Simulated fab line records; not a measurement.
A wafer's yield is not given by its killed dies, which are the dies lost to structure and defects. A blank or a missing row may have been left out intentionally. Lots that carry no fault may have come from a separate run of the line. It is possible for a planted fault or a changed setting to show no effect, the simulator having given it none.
Matching of chambers	flow n5-finfet	N5_BEOL_M1_VIA_ETCH_34 on rie-diel-01 has 4 sister chambers
The step etches the open film in C4F6/O2, target depth 67.8 nm, time 64.4 s. 4 wafers are shown with their chamber, then 10 later ones without.

## EACH WAFER AND ITS CHAMBER
wafer	chamber	showerhead-plenum-p-Torr (Torr)
L084.3	1	2.80
L086.1	2	2.84
L091.1	0	2.87
L091.3	3	2.96

## WAFERS MISSING THEIR CHAMBER
wafer	showerhead-plenum-p-Torr (Torr)
L091.6	2.83
L092.2	2.86
L092.4	2.83
L092.6	2.83
L095.1	2.95
L095.3	2.86
L095.5	2.83
L097.2	2.83
L097.4	2.79
L097.6	2.79

## CHAMBER TAKEN BY EACH
wafer	from the rows above	in truth
L091.6	2	2
L092.2	can't be placed: 0 or 2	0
L092.4	2	2
L092.6	2	2
L095.1	3	3
L095.3	can't be placed: 0 or 2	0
L095.5	2	2
L097.2	2	2
L097.4	1	1
L097.6	1	1
Placed correctly: 8 of 10. Not placeable from these rows: 2 (in 2, the candidates include the true chamber). Placed wrongly: 0.
How it was worked out, from the rows above alone: a wafer's distance from a chamber is the root of the sum, over the readings, of the square of ((its reading less the chamber's mean) divided by the reading's scatter). The wafer belongs to the nearest chamber; if the next one is less than 2 further off, it can't be placed. For every chamber, the mean is computed from those of its wafers that are shown. The scatter: root of mean squared gap, hidden wafer to nearest shown wafer, with one shown wafer a chamber.
